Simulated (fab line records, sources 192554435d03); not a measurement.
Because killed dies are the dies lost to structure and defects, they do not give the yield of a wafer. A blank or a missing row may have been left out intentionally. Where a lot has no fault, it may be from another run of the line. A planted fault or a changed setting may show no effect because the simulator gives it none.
A lot that was struck, set against a sound lot + flow n5Finfet + 15 out of 1938 route steps
Sound: wafers L987.3, L987.4, L987.6. Struck: wafer L981.4 (left out: L981.6, a lot-mate that was not struck); the cause follows at the end.
Per side, at each step with rows, come the tool, then ch with its chambers, and then its first start. Under that, the readings that differ: sound wafers + struck wafers + difference of the means + sigmas: that difference in standard deviations of wafers without a fault.
alike: a reading whose means differ by less than 2 such deviations, as well as words and numbers matching on both sides. not compared: withheld readings; readings where some wafer has no value; bounds like >300 that might hide an equal value; numbers whose values overlap and for which the record gives no deviation.
The two part at a step that has a row with sigmas, a row that says differs or no value, or rows on one side only. Numbers that have no deviation but don't overlap get no sigmas and don't part them. A reading missing from all wafers of one side parts the sides only when that side holds two or more wafers.

first, 3 steps without rows for these wafers: N5_HKMG_FIN_ETCH_86 (etches SOC in N2/H2, stops on TiN, target depth 393.2 nm); N5_HKMG_FIN_STRIP_89 (strips SOC in N2/H2, time 20 s); N5_HKMG_FIN_WET_ETCH_87 (etches TiN in SC1, time 154.2 s, target depth 4.7 nm, rinse time 30 s).
N5_HKMG_FIN_STRIP_88: strips in N2/H2, time 360 s.
  sound on plasmaAsher-02 ch 0,1, day 8 13:27; struck on plasmaAsher-02 ch 1, day 7 00:44
  alike: drypumpMotorCurrentA, heaterPowerW
  not compared: rfHoursCounterH
N5_HKMG_FIN_NWFM_ALD_20: deposits TiAlC, target thk 2 nm, pulse time 3 s, purge time 2 s.
  sound on aldMetal-01 ch 0,2,3, day 8 13:43; struck on aldMetal-04 ch 2, day 7 01:03
  alike: heaterPowerW, precursorPulseHeightRel
  not compared: aldCycles
then, 2 steps without rows for these wafers: N5_HKMG_FIN_ALD_71 (deposits TiN, target thk 1 nm, pulse time 1 s, purge time 3 s); N5_HKMG_FIN_COAT_66 (time 60 s, resist thk 300 nm).
N5_HKMG_FIN_ETCH_67: etches SOC in N2/H2, stops on TiN, target depth 388.9 nm.
  sound on rieDiel-02 ch 0,2,3, day 8 14:10; struck on rieDiel-01 ch 2, day 7 01:28
  alike: chamberPressureMTorr, drypumpMotorCurrentA, oesProductAu, rfVppV, showerheadPlenumPTorr, throttleValvePct
  not compared: rfHoursCounterH
N5_HKMG_FIN_STRIP_90: strips SOC in N2/H2, time 20 s.
  sound on rieDiel-02 ch 0,2,3, day 8 14:13; struck on rieDiel-01 ch 2, day 7 01:32
| reading    | sound             | struck | difference | sigmas |
|------------|-------------------|--------|------------|--------|
| powerW (W) | 503.6 503.9 501.0 | 498.1  | -4.7       | -3     |
| rfVppV (V) | 53.3 52.6 54.2    | 56.1   | +2.7       | +3     |
  alike: chamberPressureMTorr, drypumpMotorCurrentA, oesProductAu, showerheadPlenumPTorr, throttleValvePct
  not compared: rfHoursCounterH
then, 3 steps without rows for these wafers: N5_HKMG_FIN_WET_ETCH_73 (etches the open film in SC1, time 42.3 s, target depth 1.3 nm, rinse time 30 s); N5_HKMG_FIN_ETCHBACK_68 (etches the open film in Cl2/Ar, stops on HfO2, target depth 0.5 nm); N5_HKMG_FIN_STRIP_69 (strips in N2/H2, time 360 s).
N5_HKMG_FIN_ALD_21: deposits TiN, target thk 1.5 nm, pulse time 1 s, purge time 3 s.
  sound on aldMetal-04 ch 1,2,3, day 8 14:54; struck on aldMetal-01 ch 1, day 7 02:11
| reading                                 | sound       | struck | difference | sigmas |
|-----------------------------------------|-------------|--------|------------|--------|
| aldCycles                               | 68 68 68    | 117    | +49        |        |
| model.TiN_of_HKMG_FIN_ALD_21.thkNm (nm) | 1.4 1.4 1.6 | 2.6    | +1.1       |        |
  alike: heaterPowerW, precursorPulseHeightRel
N5_HKMG_FIN_ALD_72: deposits W, target thk 2 nm, pulse time 1 s, purge time 2 s.
  sound on cvdW-02 ch 0,1, day 8 15:17; struck on cvdW-02 ch 0, day 7 02:34
  alike: heaterPowerW, precursorPulseHeightRel
  not compared: aldCycles
-- a jump in the record: the struck wafers' starts before and after are 4 days apart (it breaks off in module HKMG_FIN and resumes in module BEOL_M4, where the first step shown is number 1111 of the route) --
N5_BEOL_M4_RC_MEAS_101:
  sound on prober-02 ch 0, day 12 09:26; struck on prober-01 ch 0, day 10 22:22
| reading        | sound          | struck | difference | sigmas |
|----------------|----------------|--------|------------|--------|
| IOFF_P (nA/um) | 0.22 0.23 0.22 | 0.30   | +0.08      | +2     |
| VT_N (mV)      | 257 253 253    | 244    | -10        | -3     |
  alike: DIBL_N, DIBL_P, IOFF_N, ION_N, ION_P, SS_N, SS_P, VT_P

## WHERE THEY PART
At N5_HKMG_FIN_STRIP_90 first; at N5_BEOL_M4_RC_MEAS_101 last (within this record only).

WHY: whatever the simulator had introduced
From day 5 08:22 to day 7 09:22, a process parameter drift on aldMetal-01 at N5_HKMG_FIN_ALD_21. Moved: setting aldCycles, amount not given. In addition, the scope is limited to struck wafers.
